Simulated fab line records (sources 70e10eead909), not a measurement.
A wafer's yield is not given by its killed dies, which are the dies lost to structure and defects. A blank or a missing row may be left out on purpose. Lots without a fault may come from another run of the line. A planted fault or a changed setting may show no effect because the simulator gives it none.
A lot that was struck, set against a sound lot | flow nand-harc | 38 steps out of a route of 1159
Sound: the wafers L781.2, L781.3, L781.6. Struck: wafer L787.5. (L787.3, L787.6 of the same lot were not struck and are left out.) The cause comes at the end.
For every step that has rows: the tool of each side, followed by ch and its chambers, followed by its first start. Under that, the readings that differ: sound wafers | struck wafers | difference of the means | sigmas: that difference in standard deviations of wafers without a fault.
alike: same words and numbers on both sides, and readings whose means sit less than 2 such deviations apart. not compared: any withheld reading, any reading some wafer has no value for, any bound like >300 that may hide the same value, and any number with overlapping values for which the record gives no deviation.
A row with sigmas, a row that says differs or no value, or rows on one side alone: a step with any of these is where the two part. Non-overlapping numbers with no deviation appear without sigmas and do not part them. A reading missing from all wafers of one side parts the sides only when that side holds two or more wafers.

first, 10 steps without rows for these wafers: NHARC_A_CHANNEL_HOLE_D1_DEP_00 (deposits aC, target thk 3100 nm); NHARC_A_CHANNEL_HOLE_D1_DEP_01 (deposits SiON, target thk 140 nm); NHARC_A_CHANNEL_HOLE_D1_DEHYDRATE_02 (time 120 s); NHARC_A_CHANNEL_HOLE_D1_HMDS_03 (time 30 s); NHARC_A_CHANNEL_HOLE_D1_COAT_36 (time 75 s); NHARC_A_CHANNEL_HOLE_D1_COAT_37 (time 65 s); NHARC_A_CHANNEL_HOLE_D1_COAT_04 (resist thk 90 nm); NHARC_A_CHANNEL_HOLE_D1_SOFTBAKE_05 (time 55 s); NHARC_A_CHANNEL_HOLE_D1_EBR_06; NHARC_A_CHANNEL_HOLE_D1_EXPOSE_07 (exposes mask HOLE D1, target cd 100 nm).
NHARC_A_CHANNEL_HOLE_D1_PEB_08: peb time 65 s.
  sound on litho-track-01 ch 0, day 10 05:15; struck on litho-track-01 ch 0, day 11 19:49
then, 1 step without rows for these wafers: NHARC_A_CHANNEL_HOLE_D1_DEVELOP_09 (develop time 35 s).
NHARC_A_CHANNEL_HOLE_D1_CD_MEAS_10 targets a cd of 100 nm.
  sound on cd-sem-01 ch 0, day 10 05:20; struck on cd-sem-03 ch 0, day 11 19:53
  reading    | sound            | struck | difference | sigmas
  cd-nm (nm) | 100.4 100.2 99.9 | 106.2  | +6.0       | +13
NHARC_A_CHANNEL_HOLE_D1_DESCUM_15: chemistry O2, time 3 s.
  sound on rie-diel-07 ch 0,1,3, day 10 05:32; struck on rie-diel-05 ch 0, day 11 20:06
  reading                            | sound         | struck | difference | sigmas
  drypump-motor-current-A (A)        | 6.1 6.7 5.9   | 5.2    | -1.0       | -2
  model.A_CHANNEL_HOLE_D1.cd-nm (nm) | 99.79 100 100 | 106.4  | +6.5       |
  alike: oes-product-au, rf-vpp-V, showerhead-plenum-p-Torr, throttle-valve-pct
  not compared: rf-hours-counter-h
then, 4 steps without rows for these wafers: NHARC_A_CHANNEL_HOLE_D1_ETCH_38 (etches the open film in CF4, target depth 39 nm, time 65 s); NHARC_A_CHANNEL_HOLE_D1_ETCH_39 (etches the open film in N2/H2, target depth 260 nm, time 325 s); NHARC_A_CHANNEL_HOLE_D1_ETCH_34 (etches the open film in CF4/CHF3, target depth 154 nm, time 77 s); NHARC_A_CHANNEL_HOLE_D1_ETCH_16 (etches the open film in O2/COS, target depth 3100 nm, time 806 s).
NHARC_A_CHANNEL_HOLE_D1_CD_MEAS_18:
  struck on cd-sem-01, day 11 21:13; sound on cd-sem-02, day 10 06:37
  reading    | sound           | struck | difference | sigmas
  cd-nm (nm) | 98.3 100.3 99.6 | 104.0  | +4.6       | +2
then, 12 steps without rows for these wafers: NHARC_A_CHANNEL_HOLE_D1_ETCH_19 (etches the open film in C4F8/O2/Ar, time 34.5 s); NHARC_A_CHANNEL_HOLE_D1_ETCH_20 (etches the open film in C4F8/O2/Ar, time 361.9 s, target depth 1600 nm); NHARC_A_CHANNEL_HOLE_D1_ETCH_21 (etches the open film in C4F8/O2/Ar, time 514.3 s, target depth 1600 nm); NHARC_A_CHANNEL_HOLE_D1_ETCH_22 (etches the open film in C4F8/O2/Ar, time 666.7 s, target depth 1600 nm); NHARC_A_CHANNEL_HOLE_D1_ETCH_23 (etches the open film in C4F8/O2/Ar, time 819 s, target depth 1600 nm); NHARC_A_CHANNEL_HOLE_D1_ETCH_24 (etches the open film in C4F8/O2/Ar, time 906.2 s, target depth 1500 nm); NHARC_A_CHANNEL_HOLE_D1_ETCH_25 (etches the open film in C4F8/O2/Ar, time 1040.2 s, target depth 1500 nm); NHARC_A_CHANNEL_HOLE_D1_ETCH_26 (etches the open film in C4F8/O2/Ar, time 224.1 s, target depth 300 nm); NHARC_A_CHANNEL_HOLE_D1_ETCH_33 (etches the open film in C4F8/O2/Ar, time 90 s, target depth 400 nm); NHARC_A_CHANNEL_HOLE_D1_STRIP_41 (strips in N2/H2); NHARC_A_CHANNEL_HOLE_D1_STRIP_42 (strips in CF4/CHF3); NHARC_A_CHANNEL_HOLE_D1_STRIP_43 (strips in O2/COS).
NHARC_A_CHANNEL_HOLE_D1_ETCH_44: etches the open film in CF4/O2, target depth 140 nm, overetch 14 nm, time 77 s.
  sound on rie-diel-05 ch 0,2, day 10 11:26; struck on rie-diel-06 ch 0, day 12 02:03
  reading                            | sound             | struck | difference | sigmas
  model.A_CHANNEL_HOLE_D1.cd-nm (nm) | 91.77 91.68 90.58 | 95.47  | +4.13      |
  alike: drypump-motor-current-A, oes_o_777_au, oes-product-au, rf-fwd-power-W, rf-vpp-V, showerhead-plenum-p-Torr, throttle-valve-pct
  not compared: rf-hours-counter-h
then, 3 steps without rows for these wafers: NHARC_A_CHANNEL_HOLE_D1_STRIP_27 (strips in O2); NHARC_A_CHANNEL_HOLE_D1_PRECLEAN_28 (cleans in SC1); NHARC_A_CHANNEL_HOLE_D1_SRD_29.
NHARC_A_CHANNEL_HOLE_D1_CD_MEAS_30:
  struck on cd-sem-03, day 12 02:51; sound on cd-sem-03, day 10 12:14
  reading    | sound          | struck | difference | sigmas
  cd-nm (nm) | 91.6 91.2 91.0 | 95.6   | +4.3       | +3
NHARC_A_CHANNEL_HOLE_D1_XSEM_31:
  sound on xsem-01 ch 0, day 10 12:20; struck on xsem-02 ch 0, day 12 02:56
  reading        | sound          | struck | difference | sigmas
  bot-cd-nm (nm) | 76.2 75.7 75.5 | 79.0   | +3.2       | +2
  alike: bow-nm, tilt-deg
-- the record jumps here: 11 days lie between the struck wafers' starts before and after (it left off in module A_CHANNEL_HOLE_D1 and takes up again in module END, whose first step shown is number 1158 of the route) --
NHARC_END_WLT_00:
  struck on prober-01, day 22 23:43; sound on prober-01, day 21 04:38
  reading            | sound             | struck | difference | sigmas
  VT_DECK1_TOP_INNER | 0.898 0.904 0.898 | 0.917  | +0.017     | +3
  alike: VT_DECK1_BOTTOM, VT_DECK1_BOTTOM_INNER, VT_DECK1_MEDIAN_NEAR_BOTTOM, VT_DECK1_MEDIAN_NEAR_BOTTOM_INNER, VT_DECK1_MIDDLE, VT_DECK1_MIDDLE_INNER, VT_DECK1_TOP

## WHERE THEY PART
At NHARC_A_CHANNEL_HOLE_D1_CD_MEAS_10 first; at NHARC_END_WLT_00 last (within this record only).

WHY: the cause the simulator had injected
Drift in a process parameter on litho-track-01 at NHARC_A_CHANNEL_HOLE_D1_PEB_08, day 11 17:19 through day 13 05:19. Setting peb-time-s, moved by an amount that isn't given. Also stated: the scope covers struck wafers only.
